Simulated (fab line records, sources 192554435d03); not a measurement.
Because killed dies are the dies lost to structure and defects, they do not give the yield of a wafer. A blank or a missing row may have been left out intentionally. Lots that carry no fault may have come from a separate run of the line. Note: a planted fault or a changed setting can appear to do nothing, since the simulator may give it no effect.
Chamber matching -- flow n5Finfet -- aldHk-03 running N5_MIM_TOP_ALD_00: 4 sister chambers
The step deposits Al2O3, purge time 3 s, co reactant pulse time 3 s. 16 wafers are shown with their chamber, then 8 later ones without.

WAFERS, EACH WITH ITS CHAMBER
wafer,chamber,precursorPulseHeightRel
L077.3,0,1.014
L077.5,2,0.994
L077.6,3,0.980
L080.2,3,1.007
L080.4,2,1.021
L080.6,0,1.016
L082.1,2,1.001
L082.4,1,1.009
L082.5,1,1.027
L084.1,0,0.975
L084.3,3,1.034
L084.4,2,0.963
L086.1,1,0.984
L086.2,3,1.016
L086.4,2,0.986
L090.3,1,1.048

SIGNATURES, as means of the wafers listed above
reading,chamber 0,chamber 1,chamber 2,chamber 3,scatter within a chamber
precursorPulseHeightRel,1.00167,1.01700,0.99300,1.00925,0.0235
Rule: a wafer's distance from a chamber is the root of the sum, over the readings, of the square of ((its reading less the chamber's mean) divided by the reading's scatter). The wafer belongs to the nearest chamber; if the next one is less than 2 further off, it can't be placed. The scatter: the root of (the sum of the squares of (reading less its chamber's mean) over the shown wafers, divided by (wafers less chambers)).

WAFERS WITH NO CHAMBER GIVEN
wafer,precursorPulseHeightRel
L090.4,0.973
L090.6,0.993
L092.2,1.002
L092.3,1.010
L092.4,1.007
L095.3,1.012
L095.4,1.031
L095.5,0.970

CHAMBER TAKEN BY EACH
wafer,from the rows above,in truth
L090.4,can't be placed: 2 or 0 or 3 or 1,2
L090.6,can't be placed: 2 or 0 or 3 or 1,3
L092.2,can't be placed: 0 or 3 or 2 or 1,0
L092.3,can't be placed: 3 or 1 or 0 or 2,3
L092.4,can't be placed: 3 or 0 or 1 or 2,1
L095.3,can't be placed: 3 or 1 or 0 or 2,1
L095.4,can't be placed: 1 or 3 or 0 or 2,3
L095.5,can't be placed: 2 or 0 or 3 or 1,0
0 of 8 placed correctly. Can't be placed from these rows: 8 (the true chamber is among the candidates in 8). 0 placed wrongly.
